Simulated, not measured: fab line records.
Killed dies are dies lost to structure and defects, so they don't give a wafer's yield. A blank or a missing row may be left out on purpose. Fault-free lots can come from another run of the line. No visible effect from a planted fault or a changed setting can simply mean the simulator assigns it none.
Which tool was responsible?    flow n5 finfet    Sampling: 10 lots, 30 wafers, 4 of 1938 route steps

## WHAT EACH GAUGE READ, for each wafer
The record holds no reading of a measuring or inspecting step that can be judged against a usual standard deviation.

## EACH LOT AND THE TOOL THAT RAN IT (in order: tool; ch and the chambers of the sampled wafers; start)
lot   N5_BEOL_M10_STRIP_77                           N5_BEOL_M10_ANNEAL_51             N5_BEOL_M11_COAT_05                N5_BEOL_M11_DESCUM_16
L578  rie diel-01 ch 0,1, day 12 06:30 or earlier    rtp anneal-01 ch 0, day 12 06:30  litho track-01 ch 0, day 12 09:03  rie diel-03 ch 1,2, day 12 09:32
L585  rie diel-01 ch 0,1,2, day 15 10:42 or earlier  rtp anneal-02 ch 0, day 15 10:42  litho track-05 ch 0, day 15 14:22  rie diel-03 ch 0,3, day 15 14:49
L587  rie diel-04 ch 0,3, day 15 23:51 or earlier    rtp anneal-02 ch 0, day 15 23:51  litho track-05 ch 0, day 16 02:21  rie diel-02 ch 1,2,3, day 16 02:48
L589  rie diel-04 ch 0,2,3, day 16 02:39 or earlier  rtp anneal-02 ch 0, day 16 02:39  litho track-01 ch 0, day 16 07:30  rie diel-02 ch 2,3, day 16 07:57
L590  rie diel-06 ch 2,3, day 16 10:31 or earlier    rtp anneal-01 ch 0, day 16 10:31  litho track-03 ch 0, day 16 14:42  rie diel-02 ch 1,2,3, day 16 15:02
L591  rie diel-06 ch 0,2, day 16 16:46 or earlier    rtp anneal-01 ch 0, day 16 16:46  litho track-01 ch 0, day 16 19:13  rie diel-03 ch 0,1,3, day 16 19:40
L594  rie diel-06 ch 0,2,3, day 16 21:56 or earlier  rtp anneal-01 ch 0, day 16 21:56  litho track-01 ch 0, day 17 00:39  rie diel-05 ch 0,1,3, day 17 01:09
L596  rie diel-04 ch 0,1,3, day 17 06:20 or earlier  rtp anneal-02 ch 0, day 17 06:20  litho track-01 ch 0, day 17 09:23  rie diel-02 ch 0,2, day 17 09:57
L595  rie diel-04 ch 0,1,3, day 17 06:43 or earlier  rtp anneal-01 ch 0, day 17 06:43  litho track-03 ch 0, day 17 10:18  rie diel-03 ch 0,2,3, day 17 10:45
L597  rie diel-04 ch 0,1,3, day 18 11:34 or earlier  rtp anneal-02 ch 0, day 18 11:34  litho track-01 ch 0, day 18 13:58  rie diel-02 ch 0,1, day 18 14:18
- N5_BEOL_M10_STRIP_77: strips in N2/H2, time 10 s.
- N5_BEOL_M10_ANNEAL_51: time 90 s.
- N5_BEOL_M11_COAT_05: resist thk 90 nm.
- N5_BEOL_M11_DESCUM_16: chemistry O2, time 7.9 s.

## AS READ BY THE TOOLS THEMSELVES (means over the sampled wafers that have a number; for cases with no such wafer, the mark the record gives instead)
N5_BEOL_M10_STRIP_77. Usual: drypump motor current A is 5.7 A with standard deviation 0.39, h2 flow sccm is 199.9 sccm with standard deviation 0.6, oes product au is 0.83 a.u. with standard deviation 0.078, rf vpp V is 59.3 V with standard deviation 0.85, showerhead plenum p Torr is 2.58 Torr with standard deviation 0.064, temp c is 40.00 C with standard deviation 0.12, and throttle valve pct is 23.33 % with standard deviation 0.29.
lot   tool         drypump motor current A (A)  h2 flow sccm (sccm)  oes product au (a.u.)  rf vpp V (V)  showerhead plenum p Torr (Torr)  temp c (C)  throttle valve pct (%)  flag
L578  rie diel-01  5.7                          199.5                0.80                   59.7          2.65                             39.95       23.33                   
L585  rie diel-01  5.7                          200.2                0.86                   59.0          2.64                             40.05       23.29                   
L587  rie diel-04  5.7                          200.4                0.83                   58.7          2.55                             40.01       23.14                   
L589  rie diel-04  5.8                          200.5                0.89                   59.9          2.53                             39.93       23.30                   
L590  rie diel-06  5.4                          199.9                0.87                   59.4          2.62                             40.00       23.31                   
L591  rie diel-06  5.3                          200.0                0.84                   59.7          2.56                             40.06       22.94                   
L594  rie diel-06  5.2                          200.0                0.86                   58.7          2.61                             39.90       23.07                   
L596  rie diel-04  5.9                          200.5                0.86                   60.0          2.57                             40.04       23.35                   
L595  rie diel-04  5.9                          199.8                0.86                   59.3          2.57                             40.06       23.36                   
L597  rie diel-04  5.9                          199.9                0.85                   59.0          2.56                             40.09       23.37                   

N5_BEOL_M10_ANNEAL_51. Usual: wafer_temp_C_max at 226.27, with a standard deviation of 0.29.
lot   tool           wafer_temp_C_max  flag
L578  rtp anneal-01  226.08            
L585  rtp anneal-02  226.36            
L587  rtp anneal-02  226.29            
L589  rtp anneal-02  226.64            
L590  rtp anneal-01  226.01            
L591  rtp anneal-01  226.04            
L594  rtp anneal-01  226.08            
L596  rtp anneal-02  226.47            
L595  rtp anneal-01  226.09            
L597  rtp anneal-02  226.29            

N5_BEOL_M11_COAT_05. Usual: spin speed rpm at 1500.1 rpm, with a standard deviation of 1.3.
lot   tool            spin speed rpm (rpm)  flag
L578  litho track-01  1500.8                
L585  litho track-05  1138.2                OFF
L587  litho track-05  1138.9                OFF
L589  litho track-01  1498.9                
L590  litho track-03  1500.4                
L591  litho track-01  1500.0                
L594  litho track-01  1499.4                
L596  litho track-01  1498.9                
L595  litho track-03  1500.3                
L597  litho track-01  1500.9                

N5_BEOL_M11_DESCUM_16. Usual: drypump motor current A is 5.6 A with standard deviation 0.48, oes product au is 0.83 a.u. with standard deviation 0.1, rf fwd power W is 49.34 W with standard deviation 0.23, rf vpp V is 243.3 V with standard deviation 1.4, showerhead plenum p Torr is 2.11 Torr with standard deviation 0.078, temp c is 40.00 C with standard deviation 0.1, and throttle valve pct is 20.26 % with standard deviation 0.23.
lot   tool         drypump motor current A (A)  oes product au (a.u.)  rf fwd power W (W)  rf vpp V (V)  showerhead plenum p Torr (Torr)  temp c (C)  throttle valve pct (%)  flag
L578  rie diel-03  5.8                          0.95                   49.53               242.4         2.10                             40.10       19.91                   
L585  rie diel-03  5.1                          0.71                   49.04               243.9         2.12                             40.00       20.38                   
L587  rie diel-02  6.0                          0.70                   49.30               242.1         2.04                             40.03       20.50                   
L589  rie diel-02  5.9                          0.69                   49.17               242.2         2.03                             40.04       20.45                   
L590  rie diel-02  6.0                          0.69                   49.26               241.6         2.04                             40.01       20.51                   
L591  rie diel-03  5.5                          0.86                   49.37               242.2         2.08                             39.99       20.05                   
L594  rie diel-05  5.3                          0.86                   49.47               244.1         2.13                             39.89       20.27                   
L596  rie diel-02  5.4                          0.76                   49.09               243.9         2.15                             39.96       20.20                   
L595  rie diel-03  5.3                          0.87                   49.31               243.6         2.11                             40.10       20.07                   
L597  rie diel-02  5.5                          0.81                   49.07               242.5         2.09                             39.97       20.11                   

## THE ANSWER, worked out from the rows above alone
Rule: lot off if the mean of its wafers having a number is beyond 3 standard deviations from the usual mean. A lot without any number at a reading at which 4 lots or more have one is off too. Where the step has rows for the other lots, those lots are counted as sound. After the gauges, taken in route order, come the tools' own readings; for these a lot's mean is taken, as printed above. At the first step where some lot is off, the reading lying furthest off is the one used; lots without a number count as furthest.
Off: L585, L587 (N5_BEOL_M11_COAT_05, spin speed rpm).
A tool fits if, at that step or a process step before it, it ran every lot that is off, and no sound lot after the first of them. N5_BEOL_M10_STRIP_77: start missing for some lots; hours and lot order therefore follow N5_BEOL_M10_ANNEAL_51. One fits: N5_BEOL_M11_COAT_05 on litho track-05. It ran no sound lot before its first lot that is off in this sample, so the start can't be narrowed down.
The tool's own readings at N5_BEOL_M11_COAT_05 bear it out: on the lots that are off they differ by more than 5 times the standard deviation of the sound lots' means. spin speed rpm reads 1138.6 rpm there against 1500.0 rpm on the sound lots.

## WHAT THE SIMULATOR HAD PUT IN
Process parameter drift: litho track-05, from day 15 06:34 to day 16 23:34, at N5_BEOL_M11_COAT_05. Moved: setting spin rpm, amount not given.
Shown lots that were struck: L585, L587. Same finding as the rule above.
